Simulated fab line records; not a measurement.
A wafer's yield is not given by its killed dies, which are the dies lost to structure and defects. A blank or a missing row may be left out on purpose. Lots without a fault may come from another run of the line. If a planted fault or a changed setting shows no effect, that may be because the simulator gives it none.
fab line records + flow n5-finfet
[record]
- lots = 4
- wafers = 12
- last-day = 15
route steps=1938 shown BEOL_M5@1140 PASSIVATION@1936
lots that met no fault: taken from a fault-free run of the same line
start-h: the number of hours between the record's first day and the start of the first shown wafer of the lot + wait-h: hours since the lot's step before + " identical to the entry in the row above + L1.1+2: a row that stands for several wafers + - either no value or no given start + * or withheld: withheld + < > ~ a bound
route shown NAME@n: NAME is a module with steps in the file, n the number in the route of the first one + usual: mean and standard deviation over wafers with no fault + same: alike in all rows + chamber/n: place in a boat + sites: each site's reading + _std_site: how widely they spread, as a standard deviation + _edge_site: outer sites' mean less inner sites' + radius-mm: how far each site lies from the wafer's centre + mask NAME#n: copy n + behind: the last tool/chamber to shape the wafer + hold: cause of the lot's hold/its duration in hours/its outcome + device: the n, p or np transistor that did not switch + end of line: the tests these same wafers got at the end of their route + step lacking rows: just its recipe + killed: the dies lost at the first sort to structure and to defects; this is not the yield of the wafer + map: the dies of a wafer, with x for killed, . for not killed, _ for no die there
set.NAME: the setting the step ran with; set.NAME@STEP: the setting that earlier step ran with + model.NAME: the simulator's own value behind a step, which no gauge read
a table for each step, a row for each wafer; lots at some steps of the route
services: from which hour (start-h, from the record's first day; less than 0 if before it) a tool's chamber was out of use, for how many hours, and why
[[steps]]
[step N5_BEOL_M5_COAT_66]
[recipe]
- resist = SiARC
- temp-c = 220
- time-s = 60
- spin-rpm = 1500
- resist-thk-nm = 12
[step N5_BEOL_M5_COAT_74]
[recipe]
- resist = underlayer
- temp-c = 205
- time-s = 60
- spin-rpm = 1500
- resist-thk-nm = 5
[step N5_BEOL_M5_COAT_22]
[recipe]
- resist = CAR-EUV
- spin-rpm = 1500
- resist-thk-nm = 30
[step N5_BEOL_M5_EBR_24]
[recipe]
- solvent = PGMEA
- ebr-width-mm = 1.5
[step N5_BEOL_M5_SOFTBAKE_23]
[recipe]
- temp-c = 110
- time-s = 60
- resist = CAR-EUV
[step N5_BEOL_M5_EXPOSE_25]
[recipe]
- mask-id = V4
- na = 0.33
- source-shape = quasar
- sigma-inner = 0.2
- sigma-outer = 0.6
- polarization = unpolarized
- defocus-nm = 10
- dose-mj = 52.75
[step N5_BEOL_M5_PEB_26]
[recipe]
- peb-temp-c = 100
- peb-time-s = 60
- resist = CAR-EUV
[step N5_BEOL_M5_DEVELOP_27]
[recipe]
- develop-time-s = 30
- developer = TMAH
- resist = CAR-EUV
- rinse-liquid = surfactant-rinse
- dry = air-spin
- dev-temp-c = 23
[step N5_BEOL_M5_DESCUM_33]
[recipe]
- chemistry = O2
- time-s = 7
- source-power-w = 50
- bias-power-w = 20
- pressure-mtorr = 20
- rf-frequency-hz = 2.712e+07
- temp-c = 40
- resist = CAR-EUV
- o2-flow-sccm = 225
[step N5_BEOL_M5_ETCH_75]
[recipe]
- chemistry = N2/H2
- target = underlayer
- target-depth-a = 65
- mask-material = CAR-EUV
- time-s = 5.2
- ion-energy-ev = 200
- pressure-mtorr = 30
- source-w = 840
- bias-w = 150
- n2-flow-sccm = 200
- h2-flow-sccm = 200
- ends = cleared
[usual]
- drypump-motor-current-A = 5.7/0.42
- etch-rf-on-time-s = 5.19/0.11
- oes-product-au = 0.69/0.072
- rf-vpp-V = 523/3.1
- showerhead-plenum-p-Torr = 2.51/0.092
- throttle-valve-pct = 17.85/0.19
| lot.wafer | tool        | chamber | start-h | wait-h | drypump-motor-current-A | etch-rf-on-time-s | oes-product-au | rf-hours-counter-h | rf-vpp-V | showerhead-plenum-p-Torr | throttle-valve-pct |
|-----------|-------------|---------|---------|--------|-------------------------|-------------------|----------------|--------------------|----------|--------------------------|--------------------|
| L380.1    | rie-diel-03 | 2       | 195.40  | 0.0    | 5.7                     | 5.22              | 0.72           | 62                 | 526      | 2.58                     | 17.83              |
| L380.2    | "           | 0       | "       | "      | 5.4                     | 5.28              | 0.62           | 191                | 524      | 2.53                     | 18.31              |
| L380.6    | "           | 2       | "       | "      | 5.7                     | 5.27              | 0.72           | -                  | 526      | 2.58                     | 17.84              |
| L385.1    | rie-diel-04 | 2       | 213.12  | 0.0    | 5.5                     | 5.28              | 0.79           | 9                  | 527      | 2.59                     | 17.64              |
| L385.5    | "           | 0       | "       | "      | 6.4                     | 5.33              | 0.65           | -                  | 519      | 2.34                     | 17.89              |
| L385.6    | "           | 3       | "       | "      | 6.0                     | 5.09              | 0.79           | -                  | 521      | 2.49                     | 17.66              |
| L392.2    | rie-diel-04 | 2       | 257.14  | 0.0    | 5.5                     | 5.27              | 0.77           | 20                 | 526      | 2.59                     | 17.68              |
| L392.3    | "           | 0       | "       | "      | 6.4                     | 5.39              | 0.65           | 137                | 518      | 2.34                     | 17.93              |
| L392.5    | "           | 2       | "       | "      | 5.5                     | 5.28              | 0.76           | -                  | 526      | 2.59                     | 17.67              |
| L395.1    | rie-diel-04 | 1       | 266.35  | 0.0    | 6.2                     | 5.09              | 0.67           | 123                | 525      | 2.56                     | 17.85              |
| L395.2    | "           | 3       | "       | "      | 6.1                     | 5.06              | 0.77           | 30                 | 523      | 2.49                     | 17.65              |
| L395.3    | "           | 2       | "       | "      | 5.5                     | 5.31              | 0.77           | 21                 | 528      | 2.59                     | 17.69              |
[step N5_BEOL_M5_ETCH_67]
[recipe]
- chemistry = CF4
- target = SiARC
- target-depth-a = 156
- mask-material = CAR-EUV
- time-s = 26
- ion-energy-ev = 80
- pressure-mtorr = 40
- source-w = 545
- bias-w = 36
- Ar_flow_sccm = 100
- cf4-flow-sccm = 100
- ends = cleared
[step N5_BEOL_M5_ETCH_68]
[recipe]
- chemistry = N2/H2
- target = SOC
- target-depth-a = 800
- overetch-a = 160
- mask-material = SiARC
- temp-c = 40
- time-s = 120
- ion-energy-ev = 200
- pressure-mtorr = 30
- source-w = 840
- bias-w = 150
- n2-flow-sccm = 200
- h2-flow-sccm = 200
[step N5_BEOL_M5_STRIP_69]
[recipe]
- chemistry = N2/H2
- temp-c = 40
- n2-flow-sccm = 200
- h2-flow-sccm = 200
- rf-frequency-hz = 6e+07
[step N5_BEOL_M5_STRIP_76]
[recipe]
- chemistry = N2/H2
- temp-c = 40
- n2-flow-sccm = 200
- h2-flow-sccm = 200
- rf-frequency-hz = 6e+07
[step N5_BEOL_M5_VIA_ETCH_34]
[recipe]
- chemistry = C4F6/O2
- target = SiCOH_lowk
- target-depth-a = 883
- mask-material = SOC
- taper-deg = 4
- time-s = 39.2
- ion-energy-ev = 250
- pressure-mtorr = 30
- source-w = 345
- bias-w = 185
- Ar_flow_sccm = 300
- C4F6_flow_sccm = 10
- O2_flow_sccm = 10
[step N5_BEOL_M5_STRIP_85]
[recipe]
- chemistry = C4F6/O2
- resist = SiARC
- rf-frequency-hz = 6e+07
[step N5_BEOL_M5_STRIP_36]
[recipe]
- chemistry = N2/H2
- power-w = 450
- temp-c = 40
- pressure-mtorr = 20
- rf-frequency-hz = 6e+07
- overash-fraction = 0.3
- bias-power-w = 7
- h2-frac = 0.5
- n2-flow-sccm = 200
- h2-flow-sccm = 200
[step N5_BEOL_M5_TRENCH_ETCH_37]
[recipe]
- chemistry = C4F6/O2
- target-depth-a = 716.52
- target = SiCOH_lowk
- time-s = 24.7
- ion-energy-ev = 250
- pressure-mtorr = 30
- source-w = 345
- bias-w = 185
- Ar_flow_sccm = 300
- C4F6_flow_sccm = 10
- O2_flow_sccm = 10
[step N5_BEOL_M5_ETCH_41]
[recipe]
- chemistry = CH3F/O2
- target = SiCN
- target-depth-a = 315
- taper-deg = 2
- time-s = 56.7
- ion-energy-ev = 120
- mask-material = TiN
- pressure-mtorr = 30
- source-w = 395
- bias-w = 75
- Ar_flow_sccm = 150
- CH3F_flow_sccm = 30
- O2_flow_sccm = 20
[step N5_BEOL_M5_STRIP_91]
[recipe]
- chemistry = N2/H2
- time-s = 10
- power-w = 450
- temp-c = 40
- pressure-mtorr = 20
- rf-frequency-hz = 6e+07
- bias-power-w = 7
- n2-flow-sccm = 200
- h2-flow-sccm = 200
[step N5_BEOL_M5_HM_STRIP_39]
[recipe]
- chemistry = peroxide-tin-strip
- material = TiN
- target-depth-a = 250
- temp-c = 50
- time-s = 158
[step N5_BEOL_M5_SRD_40]
[recipe]
- time-s = 30
- temp-c = 23
- rinse-liquid = diw
- dry = ipa-marangoni
[step N5_BEOL_M5_PRECLEAN_42]
[recipe]
- chemistry = residue-remover
- time-s = 60
- temp-c = 40
[step N5_BEOL_M5_SRD_43]
[recipe]
- time-s = 30
- temp-c = 23
- rinse-liquid = diw
- dry = ipa-marangoni
[step N5_BEOL_M5_CURE_80]
[recipe]
- temp-c = 370
- time-s = 120
- ambient = DMADMS/He
- material = SiCOH_lowk
[step N5_BEOL_M5_DEGAS_44]
[recipe]
- ambient = vacuum
- temp-c = 250
- time-s = 60
[step N5_BEOL_M5_PRE_CLEAN_45]
[recipe]
- gas = H2/He
- time-s = 30
- temp-c = 250
[step N5_BEOL_M5_ALD_86]
[recipe]
- material = TaN
- target-thk-a = *
- temp-c = 275
- ald-precursor-family = PDMAT
- ald-co-reactant = NH3
- pressure-torr = 3
- carrier-flow-sccm = 1500
- pulse-time-s = 2
- purge-time-s = 3
- co-reactant-purge-time-s = 2
- co-reactant-pulse-time-s = 3
- ald-cycles = 30
- precursor-vessel-temp-c = 75
- precursor-vessel-pressure-torr = 26.25
- precursor-vessel-carrier-sccm = 1000
[step N5_BEOL_M5_SURFACE_TREAT_87]
[recipe]
- gas = Ar
- time-s = *
- ion-energy-ev = *
- ion-current-ma-cm2 = 0.5
- pressure-mtorr = *
- ar-flow-sccm = 30
[step N5_BEOL_M5_CVD_47]
[recipe]
- material = Co
- target-thk-a = 30
- temp-c = withheld
- precursor = CCTBA/H2
- pressure-torr = 30
- time-s = 216
[step N5_BEOL_M5_SPUTTER_48]
[recipe]
- material = Cu
- target-thk-a = 150
- temp-c = -20
- chamber-pressure-pa = 0.07
- power-w = withheld
- time-s = 27.62
[step N5_BEOL_M5_ANNEAL_49]
[recipe]
- temp-c = 400
- time-s = 1800
- ambient = vacuum
[step N5_BEOL_M5_SPUTTER_81]
[recipe]
- material = Cu
- target-thk-a = 150
- temp-c = -20
- chamber-pressure-pa = 0.07
- power-w = withheld
- time-s = 27.62
[step N5_BEOL_M5_ANNEAL_82]
[recipe]
- temp-c = 400
- time-s = 1800
- ambient = vacuum
[step N5_BEOL_M5_SPUTTER_83]
[recipe]
- material = Cu
- target-thk-a = 150
- temp-c = -20
- chamber-pressure-pa = 0.07
- power-w = withheld
- time-s = 27.62
[step N5_BEOL_M5_ANNEAL_84]
[recipe]
- temp-c = 400
- time-s = 1800
- ambient = vacuum
[step N5_BEOL_M5_SPUTTER_88]
[recipe]
- material = Cu
- target-thk-a = 150
- temp-c = -20
- chamber-pressure-pa = 0.07
- power-w = withheld
- time-s = 27.62
[step N5_PASSIVATION_PROBE_49]
[usual]
- defect-limited-yield = 91.3/1.5
- killed_at_M0_to_M3 = 31/11
- killed_at_M4_up = 14/5.1
- killed-at-contacts = 12/5.6
- killed-at-front-end = 42/12
- killed-at-other = 3.8/2.9
- killed-dies = 103/18
- killed-open = 67/14
- killed-short = 33/8
- sort_bin_5_function = 5.1/1
- sort_bin_6_memory = 3.2/0.75
- sort-n-pass = 1077/18
- sort-yield-pct = 91.3/1.5
[same]
- gross-dies = 1180
- killed-at-back-side = 0
- sort_bin_4_leakage[%] = 0
- sort_bin_8_speed[%] = 0
| lot.wafer | tool      | chamber | start-h | wait-h | defect-limited-yield[%] | killed_at_M0_to_M3 | killed_at_M4_up | killed-at-contacts | killed-at-front-end | killed-at-other | killed-dies | killed-open | killed-short | sort_bin_5_function[%] | sort_bin_6_memory[%] | sort-n-pass | sort-yield-pct[%] |
|-----------|-----------|---------|---------|--------|-------------------------|--------------------|-----------------|--------------------|---------------------|-----------------|-------------|-------------|--------------|------------------------|----------------------|-------------|-------------------|
| L392.2    | prober-01 | -       | 364.30  | 0.1    | 82.6                    | 14                 | 142             | 14                 | 34                  | 1               | 205         | 49          | 26           | 10.9                   | 3.2                  | 975         | 82.6              |
| L392.3    | prober-01 | -       | 364.35  | 0.1    | 80.8                    | 19                 | 136             | 17                 | 54                  | 0               | 226         | 75          | 24           | 12.4                   | 3.9                  | 954         | 80.8              |
| L392.5    | prober-01 | -       | 364.45  | 0.2    | 79.2                    | 28                 | 151             | 14                 | 51                  | 2               | 246         | 76          | 38           | 13.1                   | 5.1                  | 934         | 79.2              |
| L395.1    | prober-01 | -       | 368.34  | 0.0    | 81.4                    | 37                 | 130             | 10                 | 33                  | 10              | 220         | 60          | 39           | 12.6                   | 2.9                  | 960         | 81.4              |
| L395.2    | prober-01 | -       | 368.39  | 0.1    | 79.8                    | 32                 | 139             | 17                 | 38                  | 12              | 238         | 72          | 41           | 12.9                   | 4.6                  | 942         | 79.8              |
| L395.3    | prober-01 | -       | 368.44  | 0.1    | 80.3                    | 32                 | 144             | 11                 | 45                  | 0               | 232         | 74          | 26           | 12.9                   | 4.4                  | 948         | 80.3              |
// killed by level:class
L392.2 BEOL_M5:unspecified=126 MOL_CONTACT_COAG:geometric-particle:open=11 FIN_SAQP:geometric-particle:open=6 FIN_SAQP:geometric-particle:short=5 GATE_CUT:geometric-particle:open=5 STI_FIN_REVEAL:geometric-particle:open=4 BEOL_M1:geometric-particle:open=4 BEOL_M4:geometric-particle:short=4
L392.3 BEOL_M5:unspecified=123 MOL_CONTACT_COAG:geometric-particle:open=16 STI_FIN_REVEAL:geometric-particle:open=14 FIN_SAQP:geometric-particle:open=10 FIN_SAQP:geometric-particle:short=5 GATE_CUT:geometric-particle:short=5 STARTING-WAFER:geometric-particle:open=5 BEOL_M0_SAQP:geometric-particle:open=4
L392.5 BEOL_M5:unspecified=130 STI_FIN_REVEAL:geometric-particle:open=24 MOL_CONTACT_COAG:geometric-particle:open=12 BEOL_M4:geometric-particle:open=9 FIN_SAQP:geometric-particle:short=7 BEOL_M1:geometric-particle:open=5 BEOL_M0_SAQP:geometric-particle:open=5 BEOL_M0_SAQP:geometric-particle:short=5
L395.1 BEOL_M5:unspecified=121 BEOL_M0_SAQP:geometric-particle:open=10 BEOL_M0_SAQP:geometric-particle:short=8 FIN_SAQP:geometric-particle:short=7 STI_FIN_REVEAL:geometric-particle:open=7 BEOL_M2:geometric-particle:open=7 MOL_CONTACT_COAG:geometric-particle:short=5 MOL_CONTACT_COAG:geometric-particle:open=5
L395.2 BEOL_M5:unspecified=125 STI_FIN_REVEAL:geometric-particle:open=10 BEOL_M1:geometric-particle:open=10 MOL_CONTACT_COAG:geometric-particle:open=9 MOL_CONTACT_COAG:geometric-particle:short=8 BEOL_M4:geometric-particle:open=8 BEOL_M2:geometric-particle:open=7 BEOL_M0_SAQP:geometric-particle:short=6
L395.3 BEOL_M5:unspecified=132 STI_FIN_REVEAL:geometric-particle:open=26 BEOL_M1:geometric-particle:open=13 MOL_CONTACT_COAG:geometric-particle:open=11 STI_FIN_REVEAL:geometric-particle:short=8 BEOL_M0_SAQP:geometric-particle:short=6 BEOL_M4:geometric-particle:open=5 BEOL_M0_SAQP:geometric-particle:open=3
// map L392.5 (x killed, . not)
_________________x..x........________________
______________x................._____________
___________xx...............x.x....__________
__________.......x.................._________
________......xx...x..........x.xxx..._______
_______x.....x...x.................x...______
______..........x......................._____
_____.......................x....x.......____
____...........x.x.................x......___
___.....xx....................xx...........__
___...x.............x..x...................__
__....x....xxx................x............._
__....x..............x..xx.x.....x......x..x_
_........x........x.x.....xxxxxx.........x...
_........x....x.......xxxxxxxxxxxx..x.x......
_x.x..x...........x...xxxxxxxxxxxxx........xx
_..x.......x........xxxxxxxxxxxxxx......x...x
_...................xx.xxxxxxxxxxxxxx..x.....
_..........x.........xxxxxxxxxxxxxx........x.
_.x...x.............x.xxxxxxxxxxxx...x.......
_.....................xxxxxxxxxxxxxx..x..x.x.
__x...x...........x..xxxxxxxxxxx..........x._
__...x....xx.x......x.xxxxxxxx.xx....x......_
___....x.................xxxx.x.x.........x__
___......xx..............x.xx......x...x...__
____...x..........x.......................___
_____....x.....x...x.x.............x.....____
______..........x.................xx...._____
_______.........................xx.x...______
________.....x...................x...x_______
__________xx...........x...x........_________
___________...x................x.x.__________
______________...x..........x..._____________
_________________......x.....________________
// map L395.2 (x killed, . not)
_________________......x.....________________
______________......xxx...x..x.._____________
___________........x.x.............__________
__________...x................x....._________
________..x....x......x..x............_______
_______.........x............x....x....______
______........x..x.x.xx....x..x..x......_____
_____...x.xxx..........x..x......x.......____
____........x.............................___
___................x.......x....x..........__
___..............................xx........__
__...x..................................x..._
__.......x..x...........x............x......_
_....x.......x.........x....x.....x......x...
_.xx......x..xx......x...................x...
_.......xx.x....x..x.....x....x.............x
_.....xxxxxxxxxx...x...........x...x.....x...
_...xxxxxxxxxxxxx.....x..x......xxxx.........
_..x.xxxxxxxxxxxx.x................x.........
_x..xxxxxxxxxxxxx..x.......x......x...x......
_...xxxxxxxxxxxxx.x......................x...
__xxxxxxxxxxxxxx..x...........x............._
__...xxxxxxxxxxxxx.x...x...................._
___...xxxxxxxxx.x....x...............xx.x..__
___.x..xxxxx.xx...x....x.......xx.........x__
____x...x.xxxxxx.....x..............x.....___
_____x...xx.xx..x.............x..........____
______...x.x.xx...xx.x...............x.._____
_______................x.......x.......______
________........x.................xxx._______
__________...............x.........._________
___________............x...........__________
______________............x....._____________
_________________............________________
[[services]]
| tool        | chamber | start-h | hours | kind   |
|-------------|---------|---------|-------|--------|
| rie-diel-03 | 0       | 239.43  | 7.2   | repair |
[[key]]
[first-sign]
- step = N5_PASSIVATION_PROBE_49
- reading = killed_at_M4_up
- direction = up
- sigmas = 25
- usual = 14
- struck = 140
[effect]
- step = N5_PASSIVATION_PROBE_49
- reading = killed-dies
- direction = up
- sigmas = 6.8
- usual = 103
- struck = 228
[more-kills-born-at]
- N5_BEOL_M5_ETCH_75@rie-diel-04 = 757
met-at N5_BEOL_M5_ETCH_75
struck-wafers L392.2,L392.3,L392.5,L395.1,L395.2,L395.3
onset-between 213.12 257.14
also-fits time
[fault]
- kind = chamber-particle-source
- tool = rie-diel-04
- chamber = -
- onset-h = 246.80
- steps = N5_BEOL_M5_ETCH_75
- rate-per-visit-cm2 = 1.0675
- end-h = 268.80
